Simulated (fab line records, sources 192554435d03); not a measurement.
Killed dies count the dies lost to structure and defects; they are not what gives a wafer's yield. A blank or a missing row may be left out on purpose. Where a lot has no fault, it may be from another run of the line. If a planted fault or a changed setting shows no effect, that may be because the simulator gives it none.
2 desks, one fault | flow n5 finfet | what lay behind the numbers comes last; until then each desk has only its own

== FOR THE TOOL OWNER'S DESK: litho track-04 ==
The tool's own readings at N5_MOL_CONTACT_COAG_COAT_64 (time 60 s, resist thk 10 nm): means of the sampled wafers that have a number, for each lot that ran on this tool. A lot is out of limits, marked OUT, if its mean lies more than 4 standard deviations from the usual mean; the brackets give that distance.
Columns: A = chill plate temp C at N5_MOL_CONTACT_COAG_COAT_64, usual 22.99 C; B = heater power total W at N5_MOL_CONTACT_COAG_COAT_64, usual 391.9 W; C = plate temp C at N5_MOL_CONTACT_COAG_COAT_64, usual 204.97 C
lot  | first seen here | A     | B               | C
L308 | day 4 23:31     | 23.11 | 391.4           | 204.92
L310 | day 5 18:39     | 22.94 | 392.0           | 205.10
L318 | day 7 15:39     | 23.08 | 434.9 (+33) OUT | 222.53 (+99 or more) OUT
L320 | day 8 04:42     | 22.96 | 436.4 (+34) OUT | 222.21 (+99 or more) OUT
This desk's finding: out of limits on L318, L320; first on L318, day 7 15:39 (heater power total W at N5_MOL_CONTACT_COAG_COAT_64). In limits: L308, L310.

== THE METROLOGY DESK ==
What the gauges read, lot by lot, whatever tool the lot ran on: means of the sampled wafers that have a number. A lot is out of limits, marked OUT, if its mean lies more than 4 standard deviations from the usual mean; the brackets give that distance. Of its 11 readings 7 are shown: those that lie furthest out on some lot.
Columns: A = cd nm at N5_MOL_CONTACT_COAG_CD_MEAS_40, usual 25.08 nm; B = DIBL_N at N5_BEOL_M4_RC_MEAS_101, usual 36.3 mV/V; C = DIBL_P at N5_BEOL_M4_RC_MEAS_101, usual 36.1 mV/V; D = IOFF_P at N5_BEOL_M4_RC_MEAS_101, usual 0.209 nA/um; E = ION_P at N5_BEOL_M4_RC_MEAS_101, usual 462 uA/um; F = SS_P at N5_BEOL_M4_RC_MEAS_101, usual 73.2 mV/dec; G = VT_P at N5_BEOL_M4_RC_MEAS_101, usual -249.9 mV
lot  | first seen here | A     | B    | C    | D     | E   | F    | G
L308 | day 4 23:47     | 25.18 | 35.7 | 35.0 | 0.181 | 456 | 73.2 | -253.5
L309 | day 5 19:04     | 25.13 | 36.5 | 36.6 | 0.221 | 465 | 73.2 | -249.3
L310 | day 5 19:07     | 25.08 | 37.1 | 35.3 | 0.218 | 463 | 73.2 | -248.4
L314 | day 6 21:52     | 25.21 | 37.0 | 37.0 | 0.227 | 461 | 73.8 | -248.4
L318 | day 7 16:04     | 24.90 | 36.5 | 36.7 | 0.204 | 462 | 73.2 | -248.9
L320 | day 8 04:59     | 24.89 | 36.4 | 35.7 | 0.241 | 469 | 72.9 | -244.3
L323 | day 9 03:22     | 25.30 | 34.9 | 34.8 | 0.192 | 462 | 72.8 | -251.6
L325 | day 9 15:31     | 25.47 | 36.8 | 38.3 | 0.219 | 466 | 73.4 | -250.9
L327 | day 9 22:08     | 25.13 | 35.9 | 34.8 | 0.204 | 462 | 72.6 | -248.5
Result from this desk: across the 9 lots, nothing is out of limits.

== ALL TOGETHER ==
The tool owner's desk had the chance to raise an alarm at day 7 15:39 on L318, L320.
At the metrology desk, nothing out of limits was observed.
The metrology desk has L318, L320 on record, within its limits.
All the named lots went through N5_MOL_CONTACT_COAG_COAT_64 on litho track-04.

== WHAT THE SIMULATOR PUT IN ==
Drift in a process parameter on litho track-04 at N5_MOL_CONTACT_COAG_COAT_64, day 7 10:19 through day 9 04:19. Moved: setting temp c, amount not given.
Shown lots that were struck: L318, L320.
How many hours passed from the start of the fault until each desk's first out-of-limits reading: the tool owner's desk, 5.
